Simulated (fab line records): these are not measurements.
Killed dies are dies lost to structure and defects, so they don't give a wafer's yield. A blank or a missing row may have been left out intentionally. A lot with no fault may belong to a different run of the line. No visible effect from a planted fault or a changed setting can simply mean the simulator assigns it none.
Chamber matching | flow n5_finfet | 3 sister chambers for N5_BEOL_M5_DEP_56 on pecvd-02
The step deposits SiCN from 3MS/NH3, target thk 8 nm, time 14 s. 33 wafers are shown with their chamber, then 12 later ones without.

== WAFERS, EACH WITH ITS CHAMBER ==
wafer  | chamber | rf_fwd_power_W (W) | showerhead_plenum_p_Torr (Torr) | throttle_valve_pct (%)
L076.2 | 2       | 197.8              | 3.639                           | 9.10
L076.3 | 2       | 197.7              | 3.658                           | 9.10
L076.5 | 2       | 198.7              | 3.666                           | 8.97
L075.1 | 1       | 199.7              | 3.662                           | 8.75
L075.4 | 1       | 200.5              | 3.661                           | 8.71
L075.5 | 0       | 199.7              | 3.673                           | 8.99
L079.4 | 2       | 197.9              | 3.669                           | 8.99
L079.5 | 0       | 198.8              | 3.668                           | 8.89
L079.6 | 1       | 200.3              | 3.663                           | 8.69
L077.1 | 1       | 198.7              | 3.663                           | 8.76
L077.4 | 2       | 196.6              | 3.659                           | 9.08
L077.5 | 0       | 198.6              | 3.671                           | 8.70
L080.2 | 1       | 200.3              | 3.658                           | 8.92
L080.3 | 2       | 196.8              | 3.656                           | 8.90
L080.6 | 1       | 201.8              | 3.661                           | 8.76
L082.1 | 0       | 199.4              | 3.681                           | 8.61
L082.5 | 1       | 200.0              | 3.662                           | 8.95
L082.6 | 2       | 198.3              | 3.660                           | 8.98
L084.2 | 1       | 199.9              | 3.666                           | 8.62
L084.3 | 2       | 197.6              | 3.664                           | 9.02
L084.5 | 0       | 199.6              | 3.678                           | 8.82
L085.3 | 0       | 198.5              | 3.679                           | 8.99
L085.4 | 0       | 200.0              | 3.670                           | 8.98
L085.5 | 2       | 196.0              | 3.656                           | 9.12
L089.3 | 2       | 197.4              | 3.658                           | 9.16
L089.4 | 1       | 200.7              | 3.657                           | 9.00
L089.6 | 2       | 198.0              | 3.656                           | 8.95
L088.1 | 1       | 200.1              | 3.661                           | 9.08
L088.4 | 1       | 200.5              | 3.653                           | 8.86
L088.6 | 0       | 199.2              | 3.673                           | 9.02
L090.1 | 0       | 199.6              | 3.678                           | 9.22
L090.5 | 0       | 199.2              | 3.675                           | 8.76
L090.6 | 2       | 198.5              | 3.647                           | 9.25

SIGNATURES (averages over the wafers above)
reading                  | chamber 0 | chamber 1 | chamber 2 | scatter within a chamber
rf_fwd_power_W           | 199.260   | 200.227   | 197.608   | 0.705
showerhead_plenum_p_Torr | 3.67460   | 3.66064   | 3.65733   | 0.00578
throttle_valve_pct       | 8.8980    | 8.8273    | 9.0517    | 0.143
Rule: for a wafer and a chamber, the distance is found by dividing, reading by reading, the gap between the wafer's reading and the chamber's mean by the reading's scatter, squaring, summing and taking the root. The wafer belongs to the nearest chamber; if the next one is less than 2 further off, it can't be placed. The scatter: the root of (the sum of the squares of (reading less its chamber's mean) over the shown wafers, divided by (wafers less chambers)).

== WAFERS WITHOUT THEIR CHAMBER ==
wafer  | rf_fwd_power_W (W) | showerhead_plenum_p_Torr (Torr) | throttle_valve_pct (%)
L093.2 | 200.7              | 3.658                           | 8.99
L093.3 | 197.8              | 3.664                           | 9.54
L093.4 | 200.6              | 3.662                           | 8.76
L095.1 | 199.8              | 3.661                           | 8.62
L095.3 | 199.6              | 3.691                           | 8.61
L095.6 | 199.9              | 3.656                           | 8.78
L096.2 | 200.3              | 3.654                           | 8.78
L096.4 | 200.2              | 3.674                           | 8.80
L096.6 | 196.8              | 3.658                           | 9.10
L097.1 | 197.0              | 3.658                           | 9.16
L097.2 | 199.0              | 3.679                           | 8.84
L097.5 | 198.9              | 3.683                           | 8.75

== WHICH CHAMBER EACH ONE RAN IN ==
wafer  | from the rows above     | in truth
L093.2 | 1                       | 1
L093.3 | can't be placed: 2 or 0 | 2
L093.4 | 1                       | 1
L095.1 | can't be placed: 1 or 0 | 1
L095.3 | 0                       | 0
L095.6 | 1                       | 1
L096.2 | 1                       | 1
L096.4 | can't be placed: 0 or 1 | 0
L096.6 | 2                       | 2
L097.1 | 2                       | 2
L097.2 | 0                       | 0
L097.5 | 0                       | 0
Correctly placed: 9 of 12. Not placeable from these rows: 3 (in 3, the candidates include the true chamber). 0 placed wrongly.
